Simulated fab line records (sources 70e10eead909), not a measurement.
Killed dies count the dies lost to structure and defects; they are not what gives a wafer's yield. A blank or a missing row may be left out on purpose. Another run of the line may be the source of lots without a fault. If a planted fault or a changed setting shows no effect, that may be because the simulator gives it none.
Which tool was responsible? / flow nandHarc / 40 wafers from 14 lots sampled at 3 of the route's 1302 steps

WHAT EACH GAUGE READ, for each wafer
NHARC_A_STAIRCASE_INSPECT_155.
lot=L260; measured=day 19 10:01; on=defectInspect-01; rawDefectCount=313 374 384
lot=L268; measured=day 23 02:43; on=defectInspect-02; rawDefectCount=552 400 402
lot=L267; measured=day 23 02:44; on=defectInspect-01; rawDefectCount=548 554
lot=L269; measured=day 24 02:08; on=defectInspect-01; rawDefectCount=257 289
lot=L271; measured=day 24 05:14; on=defectInspect-02; rawDefectCount=466 650 618
lot=L273; measured=day 25 08:49; on=defectInspect-02; rawDefectCount=422 302 678
lot=L274; measured=day 25 08:50; on=defectInspect-01; rawDefectCount=406 306 450
lot=L275; measured=day 26 09:19; on=defectInspect-02; rawDefectCount=313 301 391
lot=L276; measured=day 26 09:37; on=defectInspect-01; rawDefectCount=532 582 474
lot=L278; measured=day 26 23:20; on=defectInspect-02; rawDefectCount=321 308 257
lot=L280; measured=day 27 17:17; on=defectInspect-02; rawDefectCount=420 608 478
lot=L279; measured=day 27 17:26; on=defectInspect-02; rawDefectCount=309 224 213
lot=L281; measured=day 28 08:15; on=defectInspect-01; rawDefectCount=283 414 330
lot=L282; measured=day 29 00:51; on=defectInspect-02; rawDefectCount=341 312 280

WHICH TOOL RAN EACH LOT (tool, then ch and the chambers of the sampled wafers, then the start)
lot=L260; NHARC_A_STAIRCASE_CMP_152=cmp-01 ch 0,1,2, day 19 08:18; NHARC_A_STAIRCASE_ETCHBACK_157=rieDiel-01 ch 1,2,3, day 19 09:09
lot=L268; NHARC_A_STAIRCASE_CMP_152=cmp-01 ch 0,1,2, day 23 00:46; NHARC_A_STAIRCASE_ETCHBACK_157=rieDiel-01 ch 0,1,2, day 23 01:35
lot=L267; NHARC_A_STAIRCASE_CMP_152=cmp-01 ch 1,2, day 23 00:54; NHARC_A_STAIRCASE_ETCHBACK_157=rieDiel-06 ch 1,2, day 23 01:50
lot=L269; NHARC_A_STAIRCASE_CMP_152=cmp-02 ch 1,2, day 24 00:28; NHARC_A_STAIRCASE_ETCHBACK_157=rieDiel-06 ch 0,1, day 24 01:19
lot=L271; NHARC_A_STAIRCASE_CMP_152=cmp-01 ch 1,2, day 24 03:19; NHARC_A_STAIRCASE_ETCHBACK_157=rieDiel-01 ch 0,1,2, day 24 04:11
lot=L273; NHARC_A_STAIRCASE_CMP_152=cmp-04 ch 1,2,3, day 25 07:03; NHARC_A_STAIRCASE_ETCHBACK_157=rieDiel-09 ch 0,1, day 25 07:55
lot=L274; NHARC_A_STAIRCASE_CMP_152=cmp-01 ch 0,1,2, day 25 07:05; NHARC_A_STAIRCASE_ETCHBACK_157=rieDiel-06 ch 0,1, day 25 07:58
lot=L275; NHARC_A_STAIRCASE_CMP_152=cmp-02 ch 0,1,3, day 26 07:36; NHARC_A_STAIRCASE_ETCHBACK_157=rieDiel-01 ch 1,2,3, day 26 08:25
lot=L276; NHARC_A_STAIRCASE_CMP_152=cmp-01 ch 0,1,2, day 26 07:53; NHARC_A_STAIRCASE_ETCHBACK_157=rieDiel-01 ch 0,1,2, day 26 08:43
lot=L278; NHARC_A_STAIRCASE_CMP_152=cmp-01 ch 0,2,3, day 26 21:37; NHARC_A_STAIRCASE_ETCHBACK_157=rieDiel-06 ch 1,2,3, day 26 22:26
lot=L280; NHARC_A_STAIRCASE_CMP_152=cmp-04 ch 0,1,2, day 27 15:34; NHARC_A_STAIRCASE_ETCHBACK_157=rieDiel-09 ch 0,1,2, day 27 16:23
lot=L279; NHARC_A_STAIRCASE_CMP_152=cmp-01 ch 0,1,3, day 27 15:44; NHARC_A_STAIRCASE_ETCHBACK_157=rieDiel-06 ch 1,3, day 27 16:32
lot=L281; NHARC_A_STAIRCASE_CMP_152=cmp-04 ch 0,1,2, day 28 06:28; NHARC_A_STAIRCASE_ETCHBACK_157=rieDiel-06 ch 0,1,3, day 28 07:20
lot=L282; NHARC_A_STAIRCASE_CMP_152=cmp-02 ch 1,3, day 28 23:02; NHARC_A_STAIRCASE_ETCHBACK_157=rieDiel-06 ch 1,3, day 28 23:53
- NHARC_A_STAIRCASE_CMP_152: polishes.
- NHARC_A_STAIRCASE_ETCHBACK_157: etches the open film in CH3F/O2, target depth 90 nm, time 167.14 s.

WHAT THE TOOLS THEMSELVES READ (means of the sampled wafers that have a number; where no wafer has one, the mark that the record gives instead)
NHARC_A_STAIRCASE_CMP_152.
lot=L260; tool=cmp-01; motorCurrentA (A)=11.1
lot=L268; tool=cmp-01; motorCurrentA (A)=10.7
lot=L267; tool=cmp-01; motorCurrentA (A)=11.2
lot=L269; tool=cmp-02; motorCurrentA (A)=11.1
lot=L271; tool=cmp-01; motorCurrentA (A)=10.6
lot=L273; tool=cmp-04; motorCurrentA (A)=13.2
lot=L274; tool=cmp-01; motorCurrentA (A)=10.9
lot=L275; tool=cmp-02; motorCurrentA (A)=12.3
lot=L276; tool=cmp-01; motorCurrentA (A)=10.9
lot=L278; tool=cmp-01; motorCurrentA (A)=10.6
lot=L280; tool=cmp-04; motorCurrentA (A)=13.5
lot=L279; tool=cmp-01; motorCurrentA (A)=10.3
lot=L281; tool=cmp-04; motorCurrentA (A)=13.7
lot=L282; tool=cmp-02; motorCurrentA (A)=12.3

NHARC_A_STAIRCASE_ETCHBACK_157.
lot=L260; tool=rieDiel-01; drypumpMotorCurrentA (A)=5.3; oesProductAu (a.u.)=0.94; rfVppV (V)=242.8; showerheadPlenumPTorr (Torr)=2.38; throttleValvePct (%)=20.672
lot=L268; tool=rieDiel-01; drypumpMotorCurrentA (A)=5.5; oesProductAu (a.u.)=1.00; rfVppV (V)=244.0; showerheadPlenumPTorr (Torr)=2.40; throttleValvePct (%)=20.665
lot=L267; tool=rieDiel-06; drypumpMotorCurrentA (A)=5.4; oesProductAu (a.u.)=0.99; rfVppV (V)=244.6; showerheadPlenumPTorr (Torr)=2.48; throttleValvePct (%)=20.666
lot=L269; tool=rieDiel-06; drypumpMotorCurrentA (A)=5.8; oesProductAu (a.u.)=0.94; rfVppV (V)=243.7; showerheadPlenumPTorr (Torr)=2.45; throttleValvePct (%)=20.660
lot=L271; tool=rieDiel-01; drypumpMotorCurrentA (A)=5.5; oesProductAu (a.u.)=0.93; rfVppV (V)=243.4; showerheadPlenumPTorr (Torr)=2.40; throttleValvePct (%)=20.665
lot=L273; tool=rieDiel-09; drypumpMotorCurrentA (A)=5.9; oesProductAu (a.u.)=0.93; rfVppV (V)=242.1; showerheadPlenumPTorr (Torr)=2.32; throttleValvePct (%)=20.670
lot=L274; tool=rieDiel-06; drypumpMotorCurrentA (A)=5.8; oesProductAu (a.u.)=0.93; rfVppV (V)=245.3; showerheadPlenumPTorr (Torr)=2.46; throttleValvePct (%)=20.660
lot=L275; tool=rieDiel-01; drypumpMotorCurrentA (A)=5.3; oesProductAu (a.u.)=1.00; rfVppV (V)=243.4; showerheadPlenumPTorr (Torr)=2.37; throttleValvePct (%)=20.659
lot=L276; tool=rieDiel-01; drypumpMotorCurrentA (A)=5.5; oesProductAu (a.u.)=1.00; rfVppV (V)=242.6; showerheadPlenumPTorr (Torr)=2.39; throttleValvePct (%)=20.660
lot=L278; tool=rieDiel-06; drypumpMotorCurrentA (A)=5.6; oesProductAu (a.u.)=0.97; rfVppV (V)=244.2; showerheadPlenumPTorr (Torr)=2.42; throttleValvePct (%)=20.662
lot=L280; tool=rieDiel-09; drypumpMotorCurrentA (A)=5.9; oesProductAu (a.u.)=1.00; rfVppV (V)=242.7; showerheadPlenumPTorr (Torr)=2.36; throttleValvePct (%)=20.665
lot=L279; tool=rieDiel-06; drypumpMotorCurrentA (A)=5.8; oesProductAu (a.u.)=0.93; rfVppV (V)=243.2; showerheadPlenumPTorr (Torr)=2.44; throttleValvePct (%)=20.666
lot=L281; tool=rieDiel-06; drypumpMotorCurrentA (A)=5.8; oesProductAu (a.u.)=0.98; rfVppV (V)=243.3; showerheadPlenumPTorr (Torr)=2.40; throttleValvePct (%)=20.667
lot=L282; tool=rieDiel-06; drypumpMotorCurrentA (A)=5.9; oesProductAu (a.u.)=0.99; rfVppV (V)=243.1; showerheadPlenumPTorr (Torr)=2.38; throttleValvePct (%)=20.665

THE ANSWER, worked out from the rows above alone
Rule: what is usual is taken from the lots themselves. The widest of any qualifying gaps counts: lots, ordered by their means at a reading, are off when they make up no more than a third of the lots, leave a main group of 4 or more, and stand apart from it by 3 or more times the standard deviation of that group's means. Not used: any main group whose means are identical at the precision the tables above print for the reading. Also off: a lot with no number at a reading for which 4 or more lots have one. The other lots that the step has rows for count as sound. Order of review: gauges by route order, followed by the tools' own readings, for which a lot's mean as printed above is used. The first step at which some lot is off is used, and at that step the reading that is off furthest; a lot without a number counts as furthest.
No lot is off on any of the readings shown, so nothing can be concluded from this.

WHAT WAS PUT IN BY THE SIMULATOR
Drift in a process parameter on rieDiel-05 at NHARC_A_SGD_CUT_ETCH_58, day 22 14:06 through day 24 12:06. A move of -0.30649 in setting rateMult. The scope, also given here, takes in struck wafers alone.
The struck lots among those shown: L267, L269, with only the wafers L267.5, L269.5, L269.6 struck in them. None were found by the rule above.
